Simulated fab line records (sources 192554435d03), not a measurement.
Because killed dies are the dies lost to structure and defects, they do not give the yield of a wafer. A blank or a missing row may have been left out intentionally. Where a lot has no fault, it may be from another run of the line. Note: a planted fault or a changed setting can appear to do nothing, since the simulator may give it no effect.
Which tool is to blame?	flow n5 finfet	63 wafers from 21 lots sampled at 6 of the route's 1938 steps

## WHAT THE GAUGES READ, wafer by wafer
No reading from a measuring or inspecting step in the record can be judged against a usual standard deviation.

## WHAT TOOL EACH LOT RAN ON (gives the tool, then ch and the chambers of the sampled wafers, and finally the start)
lot	N5_BEOL_M1_VIA_ETCH_34	N5_BEOL_M1_SPUTTER_96	N5_BEOL_M2_ILD_DEP_00	N5_BEOL_M2_HM_DEP_02	N5_BEOL_M2_ETCH_64	N5_BEOL_M2_STRIP_66
L074	rie diel-05 ch 0,1,3, day 6 07:10	pvd sputter-02, day 6 12:00	pecvd-02 ch 0,1,2, day 6 13:10	pvd sputter-01, day 6 15:03	rie diel-04 ch 0,1,3, day 6 15:47	rie diel-04 ch 0,1,3, day 6 15:55
L075	rie diel-03 ch 1,2,3, day 6 12:59	pvd sputter-01, day 6 19:43	pecvd-01 ch 0,2, day 6 21:02	pvd sputter-02, day 6 22:42	rie diel-04 ch 0,1,3, day 6 23:18	rie diel-04 ch 0,1,3, day 6 23:26
L076	rie diel-02 ch 0,2,3, day 6 18:15	pvd sputter-01, day 6 21:43	pecvd-04 ch 0,1, day 6 22:50	pvd sputter-01, day 6 23:42	rie diel-04 ch 0,1, day 7 00:19	rie diel-04 ch 0,1, day 7 00:26
L078	rie diel-02 ch 0,1,2, day 7 07:51	pvd sputter-03, day 7 10:55	pecvd-04 ch 0,1,2, day 7 12:02	pvd sputter-03, day 7 13:01	rie diel-06 ch 0,1,3, day 7 13:45	rie diel-06 ch 0,1,3, day 7 13:53
L077	rie diel-05 ch 0,1,3, day 7 07:58	pvd sputter-02, day 7 11:20	pecvd-04 ch 0,2, day 7 12:26	pvd sputter-03, day 7 13:29	rie diel-04 ch 0,1,2, day 7 14:05	rie diel-04 ch 0,1,2, day 7 14:13
L079	rie diel-03 ch 0,2,3, day 7 19:29	pvd sputter-03, day 7 22:40	pecvd-02 ch 0,1,2, day 7 23:46	pvd sputter-02, day 8 00:26	rie diel-01 ch 1,2,3, day 8 01:13	rie diel-01 ch 1,2,3, day 8 01:21
L080	rie diel-02 ch 0,1,2, day 7 19:34	pvd sputter-01, day 7 23:33	pecvd-01 ch 0,2, day 8 00:58	pvd sputter-03, day 8 02:34	rie diel-04 ch 0,3, day 8 03:10	rie diel-04 ch 0,3, day 8 03:17
L082	rie diel-02 ch 0,1,2, day 8 10:52	pvd sputter-03, day 8 14:20	pecvd-01 ch 0,2, day 8 15:27	pvd sputter-01, day 8 15:37	rie diel-04 ch 0,1,3, day 8 16:20	rie diel-04 ch 0,1,3, day 8 16:28
L083	rie diel-03 ch 1,2,3, day 8 14:20	pvd sputter-01, day 8 17:39	pecvd-01 ch 1,2, day 8 18:46	pvd sputter-01, day 8 19:31	rie diel-06 ch 0,1, day 8 20:07	rie diel-06 ch 0,1, day 8 20:14
L084	rie diel-02 ch 1,2,3, day 8 18:23	pvd sputter-01, day 8 23:20	pecvd-04 ch 0,2, day 9 00:34	pvd sputter-03, day 9 02:08	rie diel-01 ch 0,1,3, day 9 02:54	rie diel-01 ch 0,1,3, day 9 03:02
L086	rie diel-03 ch 0,1,3, day 9 11:09	pvd sputter-02, day 9 14:20	pecvd-04 ch 1,2, day 9 15:27	pvd sputter-01, day 9 15:38	rie diel-01 ch 2,3, day 9 16:14	rie diel-01 ch 2,3, day 9 16:22
L087	rie diel-03 ch 0,3, day 9 14:34	pvd sputter-03, day 9 17:34	pecvd-04 ch 1,2, day 9 18:43	pvd sputter-03, day 9 21:05	rie diel-01 ch 2,3, day 9 21:48	rie diel-01 ch 2,3, day 9 21:56
L088	rie diel-05 ch 1,2,3, day 9 17:07	pvd sputter-03, day 9 19:54	pecvd-02 ch 0,1, day 9 21:04	pvd sputter-03, day 9 21:47	rie diel-01 ch 1,2,3, day 9 22:26	rie diel-01 ch 1,2,3, day 9 22:34
L089	rie diel-03 ch 1,3, day 10 02:31	pvd sputter-03, day 10 05:59	pecvd-04 ch 1,2, day 10 07:07	pvd sputter-02, day 10 09:52	rie diel-06 ch 0,2,3, day 10 10:55	rie diel-06 ch 0,2,3, day 10 11:02
L091	rie diel-05 ch 0,3, day 10 09:36	pvd sputter-02, day 10 12:56	pecvd-01 ch 0,1,2, day 10 14:06	pvd sputter-03, day 10 14:16	rie diel-04 ch 0,1,2, day 10 14:52	rie diel-04 ch 0,1,2, day 10 15:00
L092	rie diel-05 ch 0,2,3, day 11 00:25	pvd sputter-03, day 11 03:51	pecvd-04 ch 0,1,2, day 11 05:09	pvd sputter-01, day 11 07:17	rie diel-01 ch 1,2,3, day 11 08:07	rie diel-01 ch 1,2,3, day 11 08:16
L093	rie diel-05 ch 1,2, day 11 03:22	pvd sputter-01, day 11 07:01	pecvd-02 ch 0,1, day 11 08:07	pvd sputter-03, day 11 08:40	rie diel-04 ch 1,2,3, day 11 09:16	rie diel-04 ch 1,2,3, day 11 09:24
L094	rie diel-05 ch 2,3, day 11 08:20	pvd sputter-02, day 11 11:14	pecvd-04 ch 0,1, day 11 12:23	pvd sputter-03, day 11 12:32	rie diel-06 ch 2,3, day 11 13:23	rie diel-06 ch 2,3, day 11 13:31
L095	rie diel-03 ch 0,3, day 11 16:26	pvd sputter-03, day 11 19:53	pecvd-02 ch 0,1,2, day 11 21:00	pvd sputter-03, day 11 21:17	rie diel-06 ch 0,2,3, day 11 22:05	rie diel-06 ch 0,2,3, day 11 22:13
L096	rie diel-03 ch 2,3, day 11 19:59	pvd sputter-01, day 11 23:40	pecvd-01 ch 0,1,2, day 12 00:47	pvd sputter-02, day 12 02:51	rie diel-04 ch 2,3, day 12 03:27	rie diel-04 ch 2,3, day 12 03:35
L097	rie diel-03 ch 0,2,3, day 11 21:35	pvd sputter-01, day 12 02:58	pecvd-01 ch 1,2, day 12 04:11	pvd sputter-03, day 12 05:59	rie diel-04 ch 1,2, day 12 06:44	rie diel-04 ch 1,2, day 12 06:52
- N5_BEOL_M1_VIA_ETCH_34: etches the open film in C4F6/O2, target depth 67.8 nm, time 64.4 s.
- N5_BEOL_M1_SPUTTER_96: material Cu, target thk 4.5 nm, time 8.29 s.
- N5_BEOL_M2_ILD_DEP_00: deposits SiOC from DEMS/O2, target thk 79 nm, time 15.3 s.
- N5_BEOL_M2_HM_DEP_02: deposits TiN, target thk 20 nm.
- N5_BEOL_M2_ETCH_64: etches SOC in N2/H2, target depth 75 nm, overetch 22.5 nm, time 121.9 s.
- N5_BEOL_M2_STRIP_66: strips in CF4.

## WHAT THE TOOLS THEMSELVES READ (means of the sampled wafers that have a number; where no wafer has one, the mark that the record gives instead)
N5_BEOL_M1_VIA_ETCH_34.
lot	tool	drypump motor current A (A)	oes product au (a.u.)	rf vpp V (V)	showerhead plenum p Torr (Torr)	throttle valve pct (%)
L074	rie diel-05	5.6	0.73	659	2.83	30.87
L075	rie diel-03	5.2	0.74	659	2.88	30.83
L076	rie diel-02	5.6	0.82	669	2.93	30.54
L078	rie diel-02	5.5	0.87	667	2.91	30.47
L077	rie diel-05	5.7	0.72	659	2.83	30.87
L079	rie diel-03	5.2	0.84	658	2.87	30.69
L080	rie diel-02	5.5	0.86	667	2.91	30.48
L082	rie diel-02	5.5	0.85	667	2.91	30.49
L083	rie diel-03	5.2	0.83	659	2.87	30.76
L084	rie diel-02	5.5	0.79	667	2.89	30.65
L086	rie diel-03	5.4	0.77	659	2.85	30.70
L087	rie diel-03	5.4	0.73	660	2.84	30.75
L088	rie diel-05	5.6	0.71	661	2.78	30.83
L089	rie diel-03	5.4	0.76	662	2.86	30.74
L091	rie diel-05	5.8	0.71	655	2.75	31.04
L092	rie diel-05	6.1	0.69	665	2.74	31.04
L093	rie diel-05	5.9	0.68	670	2.77	30.84
L094	rie diel-05	6.1	0.70	666	2.70	30.99
L095	rie diel-03	5.5	0.76	657	2.83	30.66
L096	rie diel-03	5.1	0.84	657	2.88	30.79
L097	rie diel-03	5.2	0.79	657	2.86	30.73

N5_BEOL_M1_SPUTTER_96.
lot	tool	substrate temp c (C)	susceptor temp C (C)	throttle valve pct (%)
L074	pvd sputter-02	-20.03	-19.99	30.5
L075	pvd sputter-01	-19.97	-19.92	29.9
L076	pvd sputter-01	-19.97	-19.95	30.1
L078	pvd sputter-03	-20.08	-20.00	29.4
L077	pvd sputter-02	-20.03	-19.91	29.7
L079	pvd sputter-03	-20.03	-20.06	29.8
L080	pvd sputter-01	-19.90	-20.01	30.1
L082	pvd sputter-03	-19.99	-20.00	29.3
L083	pvd sputter-01	-20.03	-19.99	30.2
L084	pvd sputter-01	-19.94	-20.06	29.8
L086	pvd sputter-02	-19.98	-19.93	30.3
L087	pvd sputter-03	-20.04	-20.07	29.9
L088	pvd sputter-03	-19.96	-19.80	30.0
L089	pvd sputter-03	-20.05	-20.05	29.2
L091	pvd sputter-02	-20.04	-20.01	30.8
L092	pvd sputter-03	-20.06	-20.09	28.8
L093	pvd sputter-01	-19.95	-20.08	30.1
L094	pvd sputter-02	-19.92	-20.04	28.7
L095	pvd sputter-03	-20.06	-19.95	29.4
L096	pvd sputter-01	-20.03	-20.02	30.5
L097	pvd sputter-01	-19.86	-20.04	30.3

N5_BEOL_M2_ILD_DEP_00.
lot	tool	heater power w (W)	showerhead plenum p Torr (Torr)	susceptor temp C (C)	throttle valve pct (%)
L074	pecvd-02	524	5.683	350.17	12.7
L075	pecvd-01	445	5.705	349.97	11.7
L076	pecvd-04	569	5.706	349.90	12.1
L078	pecvd-04	492	5.706	349.92	11.5
L077	pecvd-04	416	5.706	349.71	11.3
L079	pecvd-02	515	5.687	350.09	12.7
L080	pecvd-01	501	5.699	350.02	11.6
L082	pecvd-01	471	5.707	350.06	11.4
L083	pecvd-01	433	5.710	350.46	11.8
L084	pecvd-04	431	5.704	350.10	11.2
L086	pecvd-04	460	5.707	350.14	11.7
L087	pecvd-04	490	5.689	350.17	11.6
L088	pecvd-02	444	5.686	350.04	12.7
L089	pecvd-04	513	5.696	350.01	11.9
L091	pecvd-01	461	5.717	350.01	11.7
L092	pecvd-04	506	5.698	349.88	11.7
L093	pecvd-02	475	5.696	349.87	12.7
L094	pecvd-04	571	5.700	349.95	12.0
L095	pecvd-02	560	5.685	350.04	11.9
L096	pecvd-01	425	5.711	350.12	11.7
L097	pecvd-01	423	5.702	350.09	11.9

N5_BEOL_M2_HM_DEP_02.
lot	tool	substrate temp c (C)	susceptor temp C (C)	throttle valve pct (%)
L074	pvd sputter-01	24.99	25.07	30.4
L075	pvd sputter-02	25.01	24.90	30.2
L076	pvd sputter-01	25.12	24.96	30.3
L078	pvd sputter-03	25.08	24.93	29.8
L077	pvd sputter-03	25.01	24.85	30.2
L079	pvd sputter-02	25.02	24.91	30.5
L080	pvd sputter-03	24.96	24.98	29.7
L082	pvd sputter-01	25.01	25.02	30.5
L083	pvd sputter-01	25.09	25.00	30.3
L084	pvd sputter-03	24.97	24.88	29.5
L086	pvd sputter-01	24.98	24.99	30.1
L087	pvd sputter-03	24.91	24.93	30.2
L088	pvd sputter-03	25.19	25.09	29.8
L089	pvd sputter-02	25.02	24.97	28.9
L091	pvd sputter-03	25.04	25.01	29.4
L092	pvd sputter-01	25.14	24.95	30.2
L093	pvd sputter-03	24.95	24.97	28.9
L094	pvd sputter-03	25.01	25.01	29.0
L095	pvd sputter-03	25.02	24.90	28.4
L096	pvd sputter-02	25.03	24.99	29.5
L097	pvd sputter-03	24.96	24.97	30.5

N5_BEOL_M2_ETCH_64.
lot	tool	drypump motor current A (A)	n2 flow sccm (sccm)	oes product au (a.u.)	rf vpp V (V)	showerhead plenum p Torr (Torr)	throttle valve pct (%)
L074	rie diel-04	5.6	199.9	0.55	521.7	2.49	17.92
L075	rie diel-04	5.6	199.6	0.55	522.0	2.49	17.92
L076	rie diel-04	5.6	199.8	0.54	523.2	2.52	18.02
L078	rie diel-06	5.9	200.6	0.56	525.7	2.60	17.87
L077	rie diel-04	5.9	200.6	0.60	524.2	2.58	17.99
L079	rie diel-01	5.4	200.3	0.64	523.8	2.54	17.62
L080	rie diel-04	5.6	200.2	0.54	522.3	2.48	18.05
L082	rie diel-04	5.6	199.9	0.54	522.6	2.48	17.94
L083	rie diel-06	5.4	199.9	0.54	524.3	2.56	17.92
L084	rie diel-01	5.3	199.5	0.68	524.6	2.57	17.72
L086	rie diel-01	5.7	200.0	0.63	524.1	2.58	17.70
L087	rie diel-01	5.7	199.7	0.63	524.7	2.57	17.70
L088	rie diel-01	5.4	200.7	0.63	523.6	2.54	17.65
L089	rie diel-06	5.9	199.6	0.61	524.8	2.59	17.80
L091	rie diel-04	5.9	200.0	0.64	525.0	2.58	17.88
L092	rie diel-01	5.4	199.9	0.62	523.7	2.53	17.66
L093	rie diel-04	5.9	199.9	0.58	523.6	2.54	17.83
L094	rie diel-06	6.3	200.4	0.60	525.0	2.58	17.78
L095	rie diel-06	5.9	200.1	0.59	524.8	2.59	17.81
L096	rie diel-04	6.2	199.9	0.63	525.8	2.60	17.80
L097	rie diel-04	5.9	199.9	0.57	522.8	2.57	17.94

N5_BEOL_M2_STRIP_66.
lot	tool	cf4 flow sccm (sccm)	drypump motor current A (A)	oes product au (a.u.)	rf vpp V (V)	showerhead plenum p Torr (Torr)	throttle valve pct (%)
L074	rie diel-04	149.8	5.6	0.72	270.6	1.76	13.67
L075	rie diel-04	150.0	5.6	0.72	270.0	1.76	13.69
L076	rie diel-04	150.1	5.6	0.70	270.4	1.78	13.74
L078	rie diel-06	150.0	5.9	0.73	271.5	1.83	13.70
L077	rie diel-04	149.8	5.9	0.79	271.0	1.82	13.67
L079	rie diel-01	150.1	5.3	0.84	270.5	1.79	13.37
L080	rie diel-04	149.8	5.6	0.70	271.0	1.75	13.83
L082	rie diel-04	150.1	5.6	0.70	270.4	1.76	13.71
L083	rie diel-06	150.0	5.4	0.71	271.8	1.80	13.74
L084	rie diel-01	149.8	5.3	0.89	271.1	1.80	13.42
L086	rie diel-01	150.2	5.7	0.82	271.5	1.81	13.45
L087	rie diel-01	149.8	5.7	0.82	271.4	1.81	13.45
L088	rie diel-01	150.1	5.4	0.82	270.6	1.79	13.41
L089	rie diel-06	149.8	5.9	0.79	271.6	1.82	13.62
L091	rie diel-04	149.9	5.9	0.84	271.0	1.81	13.54
L092	rie diel-01	149.9	5.4	0.80	271.5	1.78	13.43
L093	rie diel-04	150.3	5.9	0.75	272.0	1.79	13.55
L094	rie diel-06	150.5	6.3	0.77	271.4	1.81	13.62
L095	rie diel-06	150.4	5.9	0.77	272.3	1.82	13.65
L096	rie diel-04	149.8	6.2	0.82	271.7	1.83	13.49
L097	rie diel-04	149.7	5.9	0.74	271.6	1.81	13.63

## THE ANSWER, worked out from the rows above alone
Rule: the lots themselves supply what counts as usual. The widest of any qualifying gaps counts: lots, ordered by their means at a reading, are off when they make up no more than a third of the lots, leave a main group of 4 or more, and stand apart from it by 3 or more times the standard deviation of that group's means. Not used: any main group whose means are identical at the precision the tables above print for the reading. A lot without any number at a reading at which 4 lots or more have one is off too. All remaining lots with rows at the step are treated as sound. The gauges are gone through in route order, then the tools' own readings, and for those a lot's mean is taken as printed above. The first step at which some lot is off is used, and at that step the reading that is off furthest; a lot without a number counts as furthest.
Across all readings shown, no lot is off: no conclusion can be drawn from this.

## WHAT THE SIMULATOR PUT IN
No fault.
